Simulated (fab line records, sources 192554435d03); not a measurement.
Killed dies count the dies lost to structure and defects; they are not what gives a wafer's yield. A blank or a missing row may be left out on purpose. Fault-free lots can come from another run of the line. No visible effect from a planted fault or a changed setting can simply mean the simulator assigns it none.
fab line records	flow n5_finfet
record lots=7	wafers=39
route steps=1938 shown FIN_CUT@173 DUMMY_GATE@246 SD_EPI_P@310 HKMG_FIN@406 MOL_CONTACT_COAG@541 BEOL_M4@1111
start_h: the number of hours between the record's first day and the start of the first shown wafer of the lot	wait_h: hours from the lot's prior step to this one	" identical to the entry in the row above	L1.1+2: a single row standing in for several wafers	- either no value or no given start	* or withheld: withheld	< > ~ a bound
route shown NAME@n: NAME is a module with steps in the file, n the number in the route of the first one	usual: average and standard deviation across the fault-free wafers	same: alike in all rows	chamber/n: place in a boat	sites: the reading at each site	_std_site: standard deviation of those values	_edge_site: inner sites' mean taken away from outer sites' mean	radius_mm: how far each site lies from the wafer's centre	mask NAME#n: copy n	behind: the last tool/chamber to shape the wafer	hold: why the lot went on hold/how many hours it stayed there/how the hold came to an end	device: the transistor (n, p or np) that didn't switch	end of line: tests of these same wafers at the route's end	a step given without rows: its recipe and nothing more	killed: dies that structure and defects cost at the first sort, which is not the same as the wafer's yield	map: dies across one wafer; x = killed, . = not, _ = none there
set.NAME: the setting as run; set.NAME@STEP: as run at that earlier step	model.NAME: the simulator's own value behind a step, which no gauge read
lots where settings were altered on purpose, with a table for each step and a row for each wafer
## steps
# step N5_FIN_CUT_CUT_ETCH_26
# recipe chemistry=CH3F/O2	target=SiNx	target_depth_a=390	mask_material=SOC	time_s=55.7	pressure_mtorr=30	source_w=395	bias_w=73	Ar_flow_sccm=150	CH3F_flow_sccm=30	O2_flow_sccm=20	ion_energy_ev=120
# step N5_DUMMY_GATE_ETCH_32
# recipe chemistry=CF4	target=SiO2	target_depth_a=35	time_s=3.9	ion_energy_ev=350	pressure_mtorr=10	icp_w=800	bias_w=400	cf4_flow_sccm=80
# step N5_DUMMY_GATE_ETCH_44
# recipe chemistry=HBr/O2	over_etch_frac=0.7	target_depth_a=1275	stop_on=SiO2	ion_energy_ev=60	bias_w=20	target=poly-Si	mask_material=SiO2	pressure_mtorr=20	icp_w=400	HBr_flow_sccm=120	O2_flow_sccm=10
# step N5_SD_EPI_P_ETCHBACK_46
# recipe chemistry=CH3F/O2	mode=anisotropic_etchback	target=SiNx	target_depth_a=175	stop_on=SiO2	over_etch_frac=0.3	ion_energy_ev=120	pressure_mtorr=30	source_w=395	bias_w=73	Ar_flow_sccm=150	CH3F_flow_sccm=30	O2_flow_sccm=20
# step N5_HKMG_FIN_ETCH_58
# recipe chemistry=N2/H2	target=SOC	target_depth_a=2158	ion_energy_ev=50	bias_w=13	time_s=741	pressure_mtorr=30	source_w=875	n2_flow_sccm=200	h2_flow_sccm=200
# step N5_HKMG_FIN_ALD_91
# recipe material=TiN	target_thk_a=10	temp_c=400	ald_precursor_family=TiCl4	ald_co_reactant=NH3	pulse_time_s=1	purge_time_s=3	co_reactant_purge_time_s=2	co_reactant_pulse_time_s=2	ald_cycles=47	pressure_torr=3
# step N5_MOL_CONTACT_COAG_IMPLANT_129
# recipe species=Ge	energy_kev=3	dose_cm2=6e+14	tilt_deg=0	rotation_deg=0
# step N5_MOL_CONTACT_COAG_SPUTTER_143
# recipe material=Co	target_thk_a=25	temp_c=25	chamber_pressure_pa=0.2
# step N5_MOL_CONTACT_COAG_ALD_27
# recipe material=SiOC	target_thk_a=170	temp_c=400	ald_precursor_family=carbosiloxane	ald_co_reactant=H2-plasma	pulse_time_s=1.5	time_s=2720	purge_time_s=2	co_reactant_purge_time_s=2	ald_cycles=340	pressure_torr=2
# step N5_BEOL_M4_RC_MEAS_101
# usual IOFF_N_LONG=5.45e-05/2.1e-06	VT_N_LONG=275.5/1.7
lot.wafer	tool	chamber	start_h	wait_h	set.target_depth_a@FIN_CUT_CUT_ETCH_26	set.time_s@DUMMY_GATE_ETCH_32	set.target_depth_a@DUMMY_GATE_ETCH_44	set.over_etch_frac@SD_EPI_P_ETCHBACK_46	set.target_depth_a@HKMG_FIN_ETCH_58	set.ald_cycles@HKMG_FIN_ALD_91	set.energy_kev@MOL_CONTACT_COAG_IMPLANT_129	set.target_thk_a@MOL_CONTACT_COAG_SPUTTER_143	set.ald_cycles@MOL_CONTACT_COAG_ALD_27	IOFF_N_LONG[nA/um]	VT_N_LONG[mV]
L074.1	prober-02	0	167.19	0.0	390	3.9	1167	0.3	2158	47	3	25	340	5.59e-05	275.4
L074.2	"	0	"	"	353.7	3.093	1275	0.3	2158	47	3	25	340	5.6e-05	276.8
L074.3	"	0	"	"	353.7	3.9	1275	0.2828	2158	47	3	26.21	340	5.37e-05	276.6
L074.4	"	0	"	"	353.7	3.093	1167	0.2828	2158	47	3.539	26.21	340	5.58e-05	276.2
L074.5	"	0	"	"	390	3.9	1167	0.3	2158	47	3.539	26.21	340	5.43e-05	274.6
L074.6	"	0	"	"	390	3.093	1275	0.2828	2158	47	3.539	25	340	5.56e-05	276.6
L076.1	prober-01	0	170.19	0.0	390	3.072	1275	0.3161	2158	47	3	25	376	5.31e-05	274.2
L076.2	"	0	"	"	347.6	3.9	1275	0.3161	2158	47	3	25	340	5.3e-05	276.2
L076.3	"	0	"	"	347.6	3.072	1161	0.3161	2158	47	3	25	340	5.28e-05	274.4
L076.4	"	0	"	"	390	3.072	1161	0.3	2158	47	3	25	376	5.32e-05	276.8
L076.5	"	0	"	"	347.6	3.9	1275	0.3	2158	47	3	25	376	5.23e-05	273.5
L076.6	"	0	"	"	390	3.9	1161	0.3	2158	47	3	25	340	5.15e-05	276.1
L077.1	prober-01	0	185.47	0.0	390	3.9	1275	0.3	2158	47	3	26.55	356	5.22e-05	274.5
L077.2	"	0	"	"	342.4	3.9	1275	0.3	2284	47	3.502	25	340	5.22e-05	275.0
L077.3	"	0	"	"	342.4	3.474	1275	0.3	2158	50	3.502	26.55	340	4.49e-05	282.5
L077.4	"	0	"	"	390	3.474	1275	0.3	2158	47	3.502	25	356	5.24e-05	280.1
L077.5	"	0	"	"	390	3.9	1275	0.3	2284	50	3	26.55	340	4.31e-05	283.4
L077.6	"	0	"	"	342.4	3.474	1275	0.3	2284	50	3	25	356	4.56e-05	284.2
L079.1	prober-02	0	192.78	0.0	405.8	4.598	1327	0.3	2158	45	3.87	25	358	6.3e-05	271.2
L079.2	"	0	"	"	390	4.598	1275	0.3	2158	45	3.87	25	340	6.23e-05	272.0
L079.3	"	0	"	"	405.8	3.9	1275	0.3	2158	47	3.87	25	358	5.42e-05	275.2
L079.4	"	0	"	"	390	3.9	1327	0.3	2158	47	3	25	340	5.54e-05	274.0
L079.5	"	0	"	"	405.8	3.9	1275	0.3	2158	45	3	25	340	6.25e-05	270.8
L079.6	"	0	"	"	390	4.598	1327	0.3	2158	47	3	25	358	5.46e-05	273.0
L085.1	prober-01	0	227.46	0.0	410.7	3.523	1275	0.3	2403	47	3.47	25	340	5.87e-05	274.2
L085.2	"	0	"	"	410.7	3.523	1275	0.2833	2158	46	3	23.26	340	6.38e-05	271.5
L085.3	"	0	"	"	390	3.523	1190	0.3	2158	46	3.47	25	293	6.25e-05	266.9
L085.4	"	0	"	"	410.7	3.9	1190	0.2833	2158	47	3.47	23.26	293	5.85e-05	272.3
L085.5	"	0	"	"	390	3.9	1190	0.2833	2403	47	3	25	340	5.94e-05	272.3
L085.6	"	0	"	"	390	3.9	1275	0.3	2403	46	3	23.26	293	6.42e-05	271.1
L090.1	prober-02	0	276.81	0.0	425.7	3.9	1335	0.3	2158	47	3	25	340	5.48e-05	275.7
L090.2	"	0	"	"	390	3.9	1335	0.3	2158	45	3	26.47	340	6.16e-05	270.1
L090.3	"	0	"	"	390	3.261	1335	0.2863	2158	47	3	25	340	5.38e-05	275.1
L090.4	"	0	"	"	425.7	3.261	1275	0.3	2158	47	3	26.47	340	5.52e-05	277.6
L090.5	"	0	"	"	390	3.9	1275	0.2863	2158	45	3	26.47	340	6.16e-05	269.9
L090.6	"	0	"	"	425.7	3.261	1275	0.2863	2158	45	3	25	340	6.33e-05	271.7
L091.4	prober-01	0	280.07	0.5	390	3.9	1275	0.3	2158	47	3	25	340	5.14e-05	275.3
L091.5	"	0	"	"	390	3.9	1275	0.3	2158	47	3	25	340	5.2e-05	278.0
L091.6	"	0	"	"	390	3.9	1275	0.3	2158	47	3	25	340	5.1e-05	276.3
## key
split step=N5_FIN_CUT_CUT_ETCH_26	setting=target_depth_a	stated_as=390
response none clear
split step=N5_DUMMY_GATE_ETCH_32	setting=time_s	stated_as=3.9
response none clear
split step=N5_DUMMY_GATE_ETCH_44	setting=target_depth_a	stated_as=1275
response none clear
split step=N5_SD_EPI_P_ETCHBACK_46	setting=over_etch_frac	stated_as=0.3
response none clear
split step=N5_HKMG_FIN_ETCH_58	setting=target_depth_a	stated_as=2158
response none clear
split step=N5_HKMG_FIN_ALD_91	setting=ald_cycles	stated_as=47
response step=N5_BEOL_M4_RC_MEAS_101	reading=IOFF_N_LONG	slope=-1.57e-06	per=1%	together_with=all	explained=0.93
response step=N5_BEOL_M4_RC_MEAS_101	reading=VT_N_LONG	slope=+1.04	per=1%	together_with=all	explained=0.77
split step=N5_MOL_CONTACT_COAG_IMPLANT_129	setting=energy_kev	stated_as=3
response none clear
split step=N5_MOL_CONTACT_COAG_SPUTTER_143	setting=target_thk_a	stated_as=25
response none clear
split step=N5_MOL_CONTACT_COAG_ALD_27	setting=ald_cycles	stated_as=340
response none clear
